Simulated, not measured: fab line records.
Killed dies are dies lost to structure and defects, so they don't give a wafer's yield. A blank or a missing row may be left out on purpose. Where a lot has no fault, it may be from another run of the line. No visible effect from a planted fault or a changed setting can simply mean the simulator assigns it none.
A lot that was struck, set against a sound lot || flow n5 finfet || 16 out of 1938 route steps
Sound: the wafers L326.1, L326.5, L326.6. Struck: wafer L325.6 (L325.1, L325.5, from the same lot, were not struck and are left out); the cause is given at the end.
Order at every step that has rows: each side's tool, ch and its chambers, its first start. Under that, the readings that differ: sound wafers || struck wafers || difference of the means || sigmas: that difference in standard deviations of wafers without a fault.
alike: words and numbers the same on both sides, and readings whose means are apart by under 2 such deviations; not compared: readings that were withheld, readings missing a value for some wafer, numbers with overlapping values and no deviation given by the record, and bounds like >300 which may hide the same value.
The two part at a step that has a row with sigmas, a row that says differs or no value, or rows on one side only. Non-overlapping numbers with no deviation appear without sigmas and do not part them. Lack of a reading on every wafer of one side parts them only where that side has two or more wafers.

first, 8 steps without rows for these wafers: N5_MIM_BOT_LITHO_HMDS_01 (time 60 s); N5_MIM_BOT_LITHO_COAT_02; N5_MIM_BOT_LITHO_EBR_04; N5_MIM_BOT_LITHO_SOFTBAKE_03 (time 90 s); N5_MIM_BOT_LITHO_EXPOSE_05 (exposes mask MIM BOT); N5_MIM_BOT_LITHO_PEB_06; N5_MIM_BOT_LITHO_DEVELOP_07 (develop time 60 s); N5_MIM_BOT_LITHO_HARDBAKE_09 (time 120 s).
N5_MIM_BOT_LITHO_CD_MEAS_08 targets a cd of 3000 nm.
  sound on cd sem-03 ch 0, day 17 07:04; struck on cd sem-02 ch 0, day 14 23:46
  alike: cd nm
N5_MIM_BOT_LITHO_OVL_MEAS_11:
  sound on overlay-01 ch 0, day 17 07:06; struck on overlay-02 ch 0, day 14 23:48
  alike: MIM_BOT_OVL
N5_MIM_BOT_LITHO_INSPECT_12: inspects for defects (macro).
  struck on defect inspect-01, day 14 23:50; sound on defect inspect-01, day 17 07:08
  alike: raw defect count
N5_MIM_BOT_LITHO_DESCUM_10: chemistry O2, time 7.9 s.
  sound on rie diel-01 ch 0,3, day 17 07:10; struck on rie diel-05 ch 0, day 14 23:52
{"reading": "drypump motor current A (A)", "sound": "5.4 5.4 5.3", "struck": 6.6, "difference": "+1.2", "sigmas": "+2"}
  alike: oes product au, rf vpp V, showerhead plenum p Torr, throttle valve pct
  not compared: rf hours counter h
N5_MIM_BOT_ETCH_ETCH_04: etches SiNx in CF4/O2, target depth 26 nm, time 13 s.
  sound on rie diel-01 ch 0,3, day 17 07:14; struck on rie diel-05 ch 0, day 14 23:56
{"reading": "drypump motor current A (A)", "sound": "5.4 5.4 5.2", "struck": 6.6, "difference": "+1.3", "sigmas": "+2"}
{"reading": "model.etch.depth nm (nm)", "sound": "25.52 25.26 26.35", "struck": 20.83, "difference": -4.88, "sigmas": ""}
  alike: bias w, oes product au, rf vpp V, showerhead plenum p Torr, throttle valve pct
  not compared: rf hours counter h
N5_MIM_BOT_ETCH_ETCH_03: etches the open film in Cl2/BCl3, target depth 12 nm.
  sound on rie metal-03 ch 0,1, day 17 07:19; struck on rie metal-01 ch 0, day 15 00:01
  alike: bias w, drypump motor current A, oes product au, throttle valve pct
  not compared: rf hours counter h, model.MIM_BOT_ETCH.cd offset nm
N5_MIM_BOT_ETCH_ETCH_00: etches TiN in Cl2/BCl3, target depth 45.5 nm.
  sound on rie metal-03 ch 0,1, day 17 07:24; struck on rie metal-01 ch 0, day 15 00:06
  alike: bias w, drypump motor current A, oes product au, throttle valve pct
  not compared: rf hours counter h
N5_PASSIVATION_PROBE_49:
  struck on prober-01, day 15 09:55; sound on prober-01, day 17 15:46
{"reading": "killed_at_M4_up", "sound": "15 22 18", "struck": 7, "difference": -11, "sigmas": -2}
  alike: defect limited yield, killed_at_M0_to_M3, killed at contacts, killed at front end, killed at other, killed dies, killed open, killed short, sort_bin_5_function, sort_bin_6_memory, sort n pass, sort yield pct

== WHERE THEY PART ==
Last at N5_PASSIVATION_PROBE_49 as far as this record goes, first at N5_MIM_BOT_LITHO_DESCUM_10.

WHY: what the simulator had put in
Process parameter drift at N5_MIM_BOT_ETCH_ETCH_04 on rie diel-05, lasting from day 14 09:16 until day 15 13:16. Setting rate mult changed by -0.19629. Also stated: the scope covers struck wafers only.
